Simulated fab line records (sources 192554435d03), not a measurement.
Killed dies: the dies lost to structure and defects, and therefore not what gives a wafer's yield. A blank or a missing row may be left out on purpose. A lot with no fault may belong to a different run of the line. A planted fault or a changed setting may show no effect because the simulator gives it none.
Chamber matching	flow n5-finfet	4 sister chambers for N5_BEOL_M1_ETCH_69 on rie-diel-03
The step etches SiARC in CF4, target depth 15.6 nm, time 26 s. 8 wafers are shown with their chamber, then 7 later ones without.

== WAFERS WITH THEIR CHAMBER ==
wafer	chamber	drypump-motor-current-A (A)	showerhead-plenum-p-Torr (Torr)
L080.1	0	5.58	2.19
L083.3	2	5.69	2.28
L083.4	1	6.33	2.21
L093.2	0	5.60	2.18
L093.4	1	6.27	2.21
L093.5	3	5.46	2.07
L095.2	3	5.47	2.06
L095.3	2	5.71	2.27

== WAFERS WITHOUT THEIR CHAMBER ==
wafer	drypump-motor-current-A (A)	showerhead-plenum-p-Torr (Torr)
L095.5	5.62	2.18
L096.1	6.32	2.20
L096.2	5.63	2.18
L096.3	5.71	2.27
L096.4	5.43	2.06
L096.5	5.45	2.06
L096.6	5.71	2.27

== WHICH CHAMBER EACH WENT THROUGH ==
wafer	from the rows above	in truth
L095.5	0	0
L096.1	1	1
L096.2	0	0
L096.3	2	2
L096.4	3	3
L096.5	3	3
L096.6	2	2
Correctly placed: 7 of 7. From these rows, 0 cannot be placed. Placed wrongly: 0.
How it was worked out, from the rows above alone: a wafer's distance from a chamber is the root of the sum, over the readings, of the square of ((its reading less the chamber's mean) divided by the reading's scatter). The wafer belongs to the nearest chamber; if the next one is less than 2 further off, it can't be placed. The mean given for a chamber averages the wafers shown for that chamber. The scatter: the root of (the sum of the squares of (reading less its chamber's mean) over the shown wafers, divided by (wafers less chambers)).
